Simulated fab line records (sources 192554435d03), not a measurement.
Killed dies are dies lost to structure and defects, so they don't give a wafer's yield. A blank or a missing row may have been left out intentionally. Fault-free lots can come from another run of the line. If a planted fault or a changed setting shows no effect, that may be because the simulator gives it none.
Comparing a struck lot with a sound one / flow n5-finfet / 36 out of 1938 route steps
Sound: these wafers, L905.1, L905.3, L905.6. The struck wafers were L918.2, L918.3, L918.5. The cause comes at the end.
Order at every step that has rows: each side's tool, ch and its chambers, its first start. Under that, the readings that differ: sound wafers / struck wafers / difference of the means / sigmas: that difference in standard deviations of wafers without a fault.
alike: readings with means less than 2 such deviations apart, plus words and numbers identical on both sides. not compared: withheld readings, readings lacking a value on some wafer, bounds such as >300 that could conceal the same value, and numbers that have no deviation in the record and whose values overlap.
Wherever a step has rows on one side only, a row that says differs or no value, or a row with sigmas, the two part there. When numbers do not overlap yet have no deviation, they are printed without sigmas and do not part them. A reading that every wafer of one side lacks parts them only if that side has two wafers or more.

first, 9 steps without rows for these wafers: N5_MOL_CONTACT_COAG_PRECLEAN_127 (cleans in DIW, time 57.5 s); N5_MOL_CONTACT_COAG_SRD_128 (dry time 32 s); N5_MOL_CONTACT_COAG_CMP_52 (polishes, stops on SiO2, t overpolish 1.5 s, target thk 66.5 nm); N5_MOL_CONTACT_COAG_ANNEAL_112 (time 1800 s); N5_BEOL_M0_SAQP_PECVD_00 (deposits SiCN from 3MS/NH3, target thk 8 nm, time 14 s); N5_BEOL_M0_SAQP_ILD_DEP_01 (deposits SiOC from DEMS/O2, target thk 45.419 nm, time 8.7 s); N5_BEOL_M0_SAQP_HM_DEP_02 (deposits TiN, target thk 12 nm); N5_BEOL_M0_SAQP_PECVD_03 (deposits SiCN from 3MS/NH3, target thk 12 nm, time 21.1 s); N5_BEOL_M0_SAQP_PECVD_96 (deposits a-Si from SiH4/He, target thk 45 nm, time 45.2 s).
N5_BEOL_M0_SAQP_PECVD_97: deposits SiNx from SiH4/NH3/N2, target thk 23 nm, time 19.9 s.
  sound on pecvd-01 ch 1,2, day 7 09:21; struck on pecvd-01 ch 0,1, day 10 13:46
  alike: heater-power-w, showerhead-plenum-p-Torr, throttle-valve-pct
then, 24 steps without rows for these wafers: N5_BEOL_M0_SAQP_PECVD_04 (deposits a-Si from SiH4/He, target thk 60 nm, time 60.2 s); N5_BEOL_M0_SAQP_HM_DEP_111 (deposits SiO2 from SiH4/N2O, target thk 12 nm, time 7.2 s); N5_BEOL_M0_SAQP_COAT_81 (time 60 s, resist thk 100 nm); N5_BEOL_M0_SAQP_COAT_82 (time 60 s, resist thk 30 nm); N5_BEOL_M0_SAQP_COAT_08 (resist thk 90 nm); N5_BEOL_M0_SAQP_EBR_10; N5_BEOL_M0_SAQP_SOFTBAKE_09 (time 60 s); N5_BEOL_M0_SAQP_EXPOSE_11 (exposes mask M0 CORE, target cd 42 nm); N5_BEOL_M0_SAQP_PEB_12 (peb time 60 s); N5_BEOL_M0_SAQP_DEVELOP_13 (develop time 30 s); N5_BEOL_M0_SAQP_DESCUM_19 (chemistry O2, time 7.9 s); N5_BEOL_M0_SAQP_ETCH_83 (etches SiARC in CF4, target depth 39 nm, time 65 s); N5_BEOL_M0_SAQP_ETCH_84 (etches SOC in N2/H2, target depth 100 nm, overetch 20 nm, time 150 s); N5_BEOL_M0_SAQP_STRIP_80 (strips in N2/H2); N5_BEOL_M0_SAQP_HM_OPEN_112 (chemistry CHF3/O2, target SiO2, stops on a-Si, target depth 12 nm, time 13.5 s); N5_BEOL_M0_SAQP_STRIP_113 (strips in CHF3/O2); N5_BEOL_M0_SAQP_MANDREL_ETCH_20 (etches a-Si in HBr/Cl2, stops on SiNx, target depth 60 nm, bt time 10 s, time 30 s); N5_BEOL_M0_SAQP_STRIP_86 (strips in N2/H2); N5_BEOL_M0_SAQP_STRIP_115 (strips in post etch residue remover, time 60 s); N5_BEOL_M0_SAQP_SRD_93 (time 30 s); N5_BEOL_M0_SAQP_RECESS_114 (chemistry HF/NH3, target SiO2, target depth 14.4 nm, afs cycles 3, sublimation time 60 s); N5_BEOL_M0_SAQP_SPACER1_ALD_98 (deposits SiO2, target thk 12.8 nm, pulse time 1 s, purge time 2 s); N5_BEOL_M0_SAQP_SPACER1_ETCHBACK_99 (etches SiO2 in CHF3/O2, target depth 15.4 nm, time 7.7 s); N5_BEOL_M0_SAQP_MANDREL1_REMOVE_100 (chemistry HBr/Cl2/O2, target a-Si, stops on SiNx, bt time 10 s).
-- the record jumps here: 3 days lie between the struck wafers' starts before and after (it left off in module BEOL_M0_SAQP and takes up again in module BEOL_M4, whose first step shown is number 1111 of the route) --
N5_BEOL_M4_RC_MEAS_101:
  sound on prober-01 ch 0, day 10 12:01; struck on prober-01 ch 0, day 13 12:54
  alike: DIBL_N, DIBL_P, IOFF_N, IOFF_P, ION_N, ION_P, SS_N, SS_P, VT_N, VT_P
-- record jumps: 4 days separate the struck wafers' starts on either side; left off in module BEOL_M4, taken up again in module PASSIVATION, whose first shown step is the route's number 1936 --
N5_PASSIVATION_PROBE_49:
  struck on prober-02, day 17 17:38; sound on prober-01, day 14 23:33
reading=defect-limited-yield (%); sound=91.9 88.2 87.2; struck=82.2 83.6 84.1; difference=-5.8; sigmas=-4
reading=killed_at_M0_to_M3; sound=30 31 28; struck=142 129 119; difference=+100; sigmas=+9
reading=killed-dies; sound=96 139 151; struck=210 194 188; difference=+69; sigmas=+4
reading=killed-on-rim; sound=8 22 21; struck=104 84 81; difference=+73; sigmas=+15
reading=sort-n-pass; sound=1084 1041 1029; struck=970 986 992; difference=-69; sigmas=-4
reading=sort-yield-pct (%); sound=91.9 88.2 87.2; struck=82.2 83.6 84.1; difference=-5.8; sigmas=-4
  alike: killed_at_M4_up, killed-at-contacts, killed-at-front-end, killed-at-other, killed-open, killed-short, sort_bin_5_function, sort_bin_6_memory, sort_bin_8_speed

WHERE THEY PART
Only at N5_PASSIVATION_PROBE_49, within this record.

WHY: what the simulator had put in
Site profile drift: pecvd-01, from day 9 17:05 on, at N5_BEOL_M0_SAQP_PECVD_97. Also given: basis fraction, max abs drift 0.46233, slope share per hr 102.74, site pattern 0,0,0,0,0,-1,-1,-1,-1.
